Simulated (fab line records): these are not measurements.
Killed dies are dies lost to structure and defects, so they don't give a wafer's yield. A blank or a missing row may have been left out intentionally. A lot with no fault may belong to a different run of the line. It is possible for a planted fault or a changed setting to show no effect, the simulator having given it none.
Which tool was responsible? :: flow n5_finfet :: 10 lots with 30 wafers sampled at 4 steps, on a route of 1938 steps

## WHAT EACH GAUGE READ, for each wafer
N5_BEOL_M11_OCD_MEAS_38. Usual: trench_depth_nm 148.3 nm, standard deviation 2.2.
lot: L546
measured: day 11 02:32
on: ocd-01
trench_depth_nm (nm): 147.7 151.5 146.4
flag: 

lot: L544
measured: day 11 18:26
on: ocd-01
trench_depth_nm (nm): 149.0 149.6 149.7
flag: 

lot: L547
measured: day 12 00:32
on: ocd-02
trench_depth_nm (nm): 150.9 151.5 147.7
flag: 

lot: L551
measured: day 13 00:57
on: ocd-02
trench_depth_nm (nm): 146.0 146.6 145.4
flag: 

lot: L550
measured: day 13 01:10
on: ocd-01
trench_depth_nm (nm): 146.9 150.5 145.5
flag: 

lot: L558
measured: day 14 22:32
on: ocd-02
trench_depth_nm (nm): 148.5 145.7 145.7
flag: 

lot: L561
measured: day 15 13:12
on: ocd-02
trench_depth_nm (nm): 144.9 149.4 147.6
flag: 

lot: L562
measured: day 15 13:29
on: ocd-02
trench_depth_nm (nm): 151.2 149.2 148.3
flag: 

lot: L564
measured: day 16 05:25
on: ocd-02
trench_depth_nm (nm): 145.7 149.9 146.5
flag: 

lot: L565
measured: day 16 09:17
on: ocd-01
trench_depth_nm (nm): 151.0 146.3 150.7
flag: 

## EACH LOT AND THE TOOL THAT RAN IT (in order: tool; ch and the chambers of the sampled wafers; start)
lot: L546
N5_BEOL_M11_DESCUM_33: rie_diel-02 ch 0,1,2, day 11 02:02
N5_BEOL_M11_ETCH_65: rie_diel-02 ch 0,1,2, day 11 02:04
N5_BEOL_M11_ETCH_41: rie_diel-02 ch 0,1,2, day 11 02:32 or earlier

lot: L544
N5_BEOL_M11_DESCUM_33: rie_diel-06 ch 0,3, day 11 17:57
N5_BEOL_M11_ETCH_65: rie_diel-06 ch 0,3, day 11 17:59
N5_BEOL_M11_ETCH_41: rie_diel-06 ch 0,3, day 11 18:26 or earlier

lot: L547
N5_BEOL_M11_DESCUM_33: rie_diel-06 ch 0,1,3, day 12 00:02
N5_BEOL_M11_ETCH_65: rie_diel-06 ch 0,1,3, day 12 00:04
N5_BEOL_M11_ETCH_41: rie_diel-06 ch 0,1,3, day 12 00:32 or earlier

lot: L551
N5_BEOL_M11_DESCUM_33: rie_diel-06 ch 1,2,3, day 13 00:27
N5_BEOL_M11_ETCH_65: rie_diel-06 ch 1,2,3, day 13 00:29
N5_BEOL_M11_ETCH_41: rie_diel-06 ch 1,2,3, day 13 00:57 or earlier

lot: L550
N5_BEOL_M11_DESCUM_33: rie_diel-02 ch 0,1,2, day 13 00:41
N5_BEOL_M11_ETCH_65: rie_diel-02 ch 0,1,2, day 13 00:43
N5_BEOL_M11_ETCH_41: rie_diel-02 ch 0,1,2, day 13 01:10 or earlier

lot: L558
N5_BEOL_M11_DESCUM_33: rie_diel-06 ch 1,2,3, day 14 21:45
N5_BEOL_M11_ETCH_65: rie_diel-06 ch 1,2,3, day 14 21:47
N5_BEOL_M11_ETCH_41: rie_diel-06 ch 1,2,3, day 14 22:32 or earlier

lot: L561
N5_BEOL_M11_DESCUM_33: rie_diel-06 ch 1,2,3, day 15 12:42
N5_BEOL_M11_ETCH_65: rie_diel-06 ch 1,2,3, day 15 12:44
N5_BEOL_M11_ETCH_41: rie_diel-06 ch 1,2,3, day 15 13:12 or earlier

lot: L562
N5_BEOL_M11_DESCUM_33: rie_diel-05 ch 2,3, day 15 12:59
N5_BEOL_M11_ETCH_65: rie_diel-05 ch 2,3, day 15 13:01
N5_BEOL_M11_ETCH_41: rie_diel-05 ch 2,3, day 15 13:29 or earlier

lot: L564
N5_BEOL_M11_DESCUM_33: rie_diel-02 ch 1,3, day 16 04:55
N5_BEOL_M11_ETCH_65: rie_diel-02 ch 1,3, day 16 04:58
N5_BEOL_M11_ETCH_41: rie_diel-02 ch 1,3, day 16 05:25 or earlier

lot: L565
N5_BEOL_M11_DESCUM_33: rie_diel-05 ch 0,1,3, day 16 08:47
N5_BEOL_M11_ETCH_65: rie_diel-05 ch 0,1,3, day 16 08:49
N5_BEOL_M11_ETCH_41: rie_diel-05 ch 0,1,3, day 16 09:17 or earlier
- N5_BEOL_M11_DESCUM_33: chemistry O2, time 7.9 s.
- N5_BEOL_M11_ETCH_65: etches SiARC in CF4, target depth 39 nm, time 65 s.
- N5_BEOL_M11_ETCH_41: etches SiCN in CH3F/O2, target depth 42.6 nm, time 86 s.

## AS READ BY THE TOOLS THEMSELVES (means over the sampled wafers that have a number; for cases with no such wafer, the mark the record gives instead)
N5_BEOL_M11_DESCUM_33. Usual: drypump_motor_current_A 5.8 A, standard deviation 0.53; oes_product_au 0.79 a.u., standard deviation 0.068; rf_vpp_V 243.3 V, standard deviation 1.3; showerhead_plenum_p_Torr 2.10 Torr, standard deviation 0.074; throttle_valve_pct 20.44 %, standard deviation 0.2.
lot: L546
tool: rie_diel-02
drypump_motor_current_A (A): 5.2
oes_product_au (a.u.): 0.81
rf_vpp_V (V): 244.2
showerhead_plenum_p_Torr (Torr): 2.14
throttle_valve_pct (%): 20.49
flag: 

lot: L544
tool: rie_diel-06
drypump_motor_current_A (A): 6.3
oes_product_au (a.u.): 0.82
rf_vpp_V (V): 243.4
showerhead_plenum_p_Torr (Torr): 2.06
throttle_valve_pct (%): 20.35
flag: 

lot: L547
tool: rie_diel-06
drypump_motor_current_A (A): 5.9
oes_product_au (a.u.): 0.78
rf_vpp_V (V): 243.0
showerhead_plenum_p_Torr (Torr): 2.04
throttle_valve_pct (%): 20.32
flag: 

lot: L551
tool: rie_diel-06
drypump_motor_current_A (A): 6.2
oes_product_au (a.u.): 0.75
rf_vpp_V (V): 242.2
showerhead_plenum_p_Torr (Torr): 2.03
throttle_valve_pct (%): 20.49
flag: 

lot: L550
tool: rie_diel-02
drypump_motor_current_A (A): 5.2
oes_product_au (a.u.): 0.79
rf_vpp_V (V): 243.5
showerhead_plenum_p_Torr (Torr): 2.13
throttle_valve_pct (%): 20.51
flag: 

lot: L558
tool: rie_diel-06
drypump_motor_current_A (A): 6.2
oes_product_au (a.u.): 0.75
rf_vpp_V (V): 242.3
showerhead_plenum_p_Torr (Torr): 2.02
throttle_valve_pct (%): 20.50
flag: 

lot: L561
tool: rie_diel-06
drypump_motor_current_A (A): 6.2
oes_product_au (a.u.): 0.74
rf_vpp_V (V): 242.3
showerhead_plenum_p_Torr (Torr): 2.02
throttle_valve_pct (%): 20.52
flag: 

lot: L562
tool: rie_diel-05
drypump_motor_current_A (A): 5.5
oes_product_au (a.u.): 0.76
rf_vpp_V (V): 243.8
showerhead_plenum_p_Torr (Torr): 2.11
throttle_valve_pct (%): 20.67
flag: 

lot: L564
tool: rie_diel-02
drypump_motor_current_A (A): 5.9
oes_product_au (a.u.): 0.74
rf_vpp_V (V): 243.8
showerhead_plenum_p_Torr (Torr): 2.15
throttle_valve_pct (%): 20.50
flag: 

lot: L565
tool: rie_diel-05
drypump_motor_current_A (A): 5.7
oes_product_au (a.u.): 0.81
rf_vpp_V (V): 244.2
showerhead_plenum_p_Torr (Torr): 2.14
throttle_valve_pct (%): 20.40
flag: 

N5_BEOL_M11_ETCH_65. Usual: drypump_motor_current_A is 5.8 A with standard deviation 0.53, etch_rf_on_time_s is 65.1 s with standard deviation 1.2, mfc_ar_sccm is 100.0 sccm with standard deviation 0.31, oes_product_au is 0.67 a.u. with standard deviation 0.059, rf_vpp_V is 184.0 V with standard deviation 1.2, showerhead_plenum_p_Torr is 2.15 Torr with standard deviation 0.072, and throttle_valve_pct is 15.62 % with standard deviation 0.23.
lot: L546
tool: rie_diel-02
drypump_motor_current_A (A): 5.3
etch_rf_on_time_s (s): 64.6
mfc_ar_sccm (sccm): 99.8
oes_product_au (a.u.): 0.69
rf_vpp_V (V): 183.7
showerhead_plenum_p_Torr (Torr): 2.18
throttle_valve_pct (%): 15.67
flag: 

lot: L544
tool: rie_diel-06
drypump_motor_current_A (A): 6.3
etch_rf_on_time_s (s): 64.6
mfc_ar_sccm (sccm): 99.7
oes_product_au (a.u.): 0.70
rf_vpp_V (V): 183.4
showerhead_plenum_p_Torr (Torr): 2.10
throttle_valve_pct (%): 15.51
flag: 

lot: L547
tool: rie_diel-06
drypump_motor_current_A (A): 6.0
etch_rf_on_time_s (s): 65.8
mfc_ar_sccm (sccm): 100.3
oes_product_au (a.u.): 0.67
rf_vpp_V (V): 183.3
showerhead_plenum_p_Torr (Torr): 2.10
throttle_valve_pct (%): 15.54
flag: 

lot: L551
tool: rie_diel-06
drypump_motor_current_A (A): 6.2
etch_rf_on_time_s (s): 66.6
mfc_ar_sccm (sccm): 100.0
oes_product_au (a.u.): 0.63
rf_vpp_V (V): 182.3
showerhead_plenum_p_Torr (Torr): 2.08
throttle_valve_pct (%): 15.70
flag: 

lot: L550
tool: rie_diel-02
drypump_motor_current_A (A): 5.2
etch_rf_on_time_s (s): 65.3
mfc_ar_sccm (sccm): 99.9
oes_product_au (a.u.): 0.68
rf_vpp_V (V): 184.1
showerhead_plenum_p_Torr (Torr): 2.18
throttle_valve_pct (%): 15.69
flag: 

lot: L558
tool: rie_diel-06
drypump_motor_current_A (A): 6.2
etch_rf_on_time_s (s): 52.5
mfc_ar_sccm (sccm): 100.1
oes_product_au (a.u.): 0.73
rf_vpp_V (V): 183.2
showerhead_plenum_p_Torr (Torr): 2.08
throttle_valve_pct (%): 15.73
flag: OFF

lot: L561
tool: rie_diel-06
drypump_motor_current_A (A): 6.2
etch_rf_on_time_s (s): 52.9
mfc_ar_sccm (sccm): 100.1
oes_product_au (a.u.): 0.73
rf_vpp_V (V): 183.3
showerhead_plenum_p_Torr (Torr): 2.08
throttle_valve_pct (%): 15.73
flag: OFF

lot: L562
tool: rie_diel-05
drypump_motor_current_A (A): 5.5
etch_rf_on_time_s (s): 64.5
mfc_ar_sccm (sccm): 99.6
oes_product_au (a.u.): 0.65
rf_vpp_V (V): 184.8
showerhead_plenum_p_Torr (Torr): 2.16
throttle_valve_pct (%): 15.88
flag: 

lot: L564
tool: rie_diel-02
drypump_motor_current_A (A): 5.9
etch_rf_on_time_s (s): 65.5
mfc_ar_sccm (sccm): 100.2
oes_product_au (a.u.): 0.63
rf_vpp_V (V): 184.1
showerhead_plenum_p_Torr (Torr): 2.19
throttle_valve_pct (%): 15.64
flag: 

lot: L565
tool: rie_diel-05
drypump_motor_current_A (A): 5.7
etch_rf_on_time_s (s): 64.2
mfc_ar_sccm (sccm): 100.3
oes_product_au (a.u.): 0.70
rf_vpp_V (V): 183.8
showerhead_plenum_p_Torr (Torr): 2.19
throttle_valve_pct (%): 15.55
flag: 

N5_BEOL_M11_ETCH_41. Usual: O2_flow_sccm 20.00 sccm, standard deviation 0.055; drypump_motor_current_A 5.8 A, standard deviation 0.53; mfc_ar_sccm 150.0 sccm, standard deviation 0.47; oes_product_au 0.78 a.u., standard deviation 0.068; rf_vpp_V 297.4 V, standard deviation 1.7; showerhead_plenum_p_Torr 2.01 Torr, standard deviation 0.07; throttle_valve_pct 16.33 %, standard deviation 0.22.
lot: L546
tool: rie_diel-02
O2_flow_sccm (sccm): 20.02
drypump_motor_current_A (A): 5.2
mfc_ar_sccm (sccm): 149.5
oes_product_au (a.u.): 0.80
rf_vpp_V (V): 297.9
showerhead_plenum_p_Torr (Torr): 2.04
throttle_valve_pct (%): 16.36
flag: 

lot: L544
tool: rie_diel-06
O2_flow_sccm (sccm): 20.02
drypump_motor_current_A (A): 6.3
mfc_ar_sccm (sccm): 150.2
oes_product_au (a.u.): 0.82
rf_vpp_V (V): 296.9
showerhead_plenum_p_Torr (Torr): 1.96
throttle_valve_pct (%): 16.22
flag: 

lot: L547
tool: rie_diel-06
O2_flow_sccm (sccm): 20.01
drypump_motor_current_A (A): 5.9
mfc_ar_sccm (sccm): 150.2
oes_product_au (a.u.): 0.78
rf_vpp_V (V): 296.3
showerhead_plenum_p_Torr (Torr): 1.96
throttle_valve_pct (%): 16.25
flag: 

lot: L551
tool: rie_diel-06
O2_flow_sccm (sccm): 19.98
drypump_motor_current_A (A): 6.2
mfc_ar_sccm (sccm): 150.4
oes_product_au (a.u.): 0.74
rf_vpp_V (V): 296.7
showerhead_plenum_p_Torr (Torr): 1.94
throttle_valve_pct (%): 16.42
flag: 

lot: L550
tool: rie_diel-02
O2_flow_sccm (sccm): 19.97
drypump_motor_current_A (A): 5.2
mfc_ar_sccm (sccm): 150.0
oes_product_au (a.u.): 0.78
rf_vpp_V (V): 298.6
showerhead_plenum_p_Torr (Torr): 2.04
throttle_valve_pct (%): 16.40
flag: 

lot: L558
tool: rie_diel-06
O2_flow_sccm (sccm): 19.95
drypump_motor_current_A (A): 6.2
mfc_ar_sccm (sccm): 150.0
oes_product_au (a.u.): 0.74
rf_vpp_V (V): 295.7
showerhead_plenum_p_Torr (Torr): 1.94
throttle_valve_pct (%): 16.43
flag: 

lot: L561
tool: rie_diel-06
O2_flow_sccm (sccm): 19.98
drypump_motor_current_A (A): 6.2
mfc_ar_sccm (sccm): 150.0
oes_product_au (a.u.): 0.73
rf_vpp_V (V): 295.8
showerhead_plenum_p_Torr (Torr): 1.94
throttle_valve_pct (%): 16.45
flag: 

lot: L562
tool: rie_diel-05
O2_flow_sccm (sccm): 20.01
drypump_motor_current_A (A): 5.5
mfc_ar_sccm (sccm): 149.6
oes_product_au (a.u.): 0.76
rf_vpp_V (V): 297.7
showerhead_plenum_p_Torr (Torr): 2.02
throttle_valve_pct (%): 16.58
flag: 

lot: L564
tool: rie_diel-02
O2_flow_sccm (sccm): 19.99
drypump_motor_current_A (A): 5.9
mfc_ar_sccm (sccm): 150.0
oes_product_au (a.u.): 0.74
rf_vpp_V (V): 298.4
showerhead_plenum_p_Torr (Torr): 2.04
throttle_valve_pct (%): 16.34
flag: 

lot: L565
tool: rie_diel-05
O2_flow_sccm (sccm): 19.94
drypump_motor_current_A (A): 5.7
mfc_ar_sccm (sccm): 150.0
oes_product_au (a.u.): 0.81
rf_vpp_V (V): 298.5
showerhead_plenum_p_Torr (Torr): 2.04
throttle_valve_pct (%): 16.26
flag: 

## THE ANSWER, worked out from the rows above alone
Rule: a lot is off if the mean of its wafers that have a number lies more than 3 standard deviations from the usual mean. A lot without any number at a reading at which 4 lots or more have one is off too. All remaining lots with rows at the step are treated as sound. After the gauges, taken in route order, come the tools' own readings; for these a lot's mean is taken, as printed above. At the first step where some lot is off, the reading lying furthest off is the one used; lots without a number count as furthest.
Off: L558, L561 (N5_BEOL_M11_ETCH_65, etch_rf_on_time_s).
A tool fits if, at that step or a process step before it, it ran every lot that is off, and no sound lot after the first of them. One fits: rie_diel-06 at N5_BEOL_M11_DESCUM_33 and N5_BEOL_M11_ETCH_65. At N5_BEOL_M11_DESCUM_33 its last sound lot is L551 (day 13 00:27), its first lot that is off L558 (day 14 21:45): a fault that began between those two fits.

## WHAT THE SIMULATOR HAD INSERTED
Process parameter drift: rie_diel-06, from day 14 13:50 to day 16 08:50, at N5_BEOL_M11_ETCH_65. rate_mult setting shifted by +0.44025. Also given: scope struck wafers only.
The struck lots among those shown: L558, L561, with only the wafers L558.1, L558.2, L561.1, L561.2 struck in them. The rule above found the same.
